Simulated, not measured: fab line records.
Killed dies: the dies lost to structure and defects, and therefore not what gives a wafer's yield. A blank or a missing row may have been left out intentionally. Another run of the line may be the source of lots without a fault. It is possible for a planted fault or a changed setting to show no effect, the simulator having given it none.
Matching of chambers ; flow n5Finfet ; N5_BEOL_M1_VIA_ETCH_34 on rieDiel-03 has 4 sister chambers
The step etches the open film in C4F6/O2, target depth 67.8 nm, time 64.4 s. 4 wafers are shown with their chamber, then 7 later ones without.

EACH WAFER AND ITS CHAMBER
wafer;chamber;throttleValvePct (%)
L080.5;0;31.30
L083.4;3;31.00
L092.1;2;30.56
L092.4;1;30.81

WAFERS WHOSE CHAMBER IS MISSING
wafer;throttleValvePct (%)
L092.5;30.58
L097.2;30.80
L097.3;31.01
L097.5;30.81
L096.3;30.58
L096.4;31.01
L096.6;30.59

WHICH CHAMBER EACH ONE RAN IN
wafer;from the rows above;in truth
L092.5;2;2
L097.2;1;1
L097.3;3;3
L097.5;1;1
L096.3;2;2
L096.4;3;3
L096.6;2;2
7 of 7 placed correctly. Not placeable from these rows: 0. Wrongly placed: 0.
How it was worked out, from the rows above alone: a wafer's distance from a chamber is the root of the sum, over the readings, of the square of ((its reading less the chamber's mean) divided by the reading's scatter). The wafer belongs to the nearest chamber; if the next one is less than 2 further off, it can't be placed. A chamber's mean is the mean of its shown wafers. The scatter (one wafer shown for each chamber): square how far every hidden wafer sits from the nearest shown wafer, average those squares and take the square root.
